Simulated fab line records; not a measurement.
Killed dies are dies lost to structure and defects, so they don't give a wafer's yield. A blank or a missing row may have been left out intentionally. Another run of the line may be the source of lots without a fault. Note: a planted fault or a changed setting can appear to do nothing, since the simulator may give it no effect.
Chamber matching -- flow nand_harc -- NHARC_A_CHANNEL_FILL_D1_ALD_02 on ald_hk-01 has 4 sister chambers
The step deposits SiO2, target thk 6 nm, pulse time 10 s, ald cycles 60. 4 wafers are shown with their chamber, then 7 later ones without.

WAFERS PAIRED WITH THEIR CHAMBERS
wafer,chamber,heater_power_w (W)
L723.3,0,423
L724.5,1,500
L725.5,3,380
L726.1,2,426

WAFERS WITH NO CHAMBER GIVEN
wafer,heater_power_w (W)
L726.3,422
L726.5,378
L729.1,540
L729.2,421
L729.6,380
L738.4,377
L738.6,382

EACH ONE'S CHAMBER
wafer,from the rows above,in truth
L726.3,can't be placed: 0 or 2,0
L726.5,3,3
L729.1,1,1
L729.2,can't be placed: 0 or 2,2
L729.6,3,3
L738.4,3,3
L738.6,3,3
Correctly placed: 5 of 7. These rows do not allow placing 2 (true chamber among the candidates in 2). Placed wrongly: 0.
How it was worked out, from the rows above alone: a wafer's distance from a chamber is the root of the sum, over the readings, of the square of ((its reading less the chamber's mean) divided by the reading's scatter). If the next closest chamber is less than 2 further off than the closest, the wafer can't be placed; otherwise it belongs to the closest. A chamber's mean is the mean of its shown wafers. The scatter: with one shown wafer a chamber, the root of the mean of the squares of how far each hidden wafer lies from its nearest shown one.
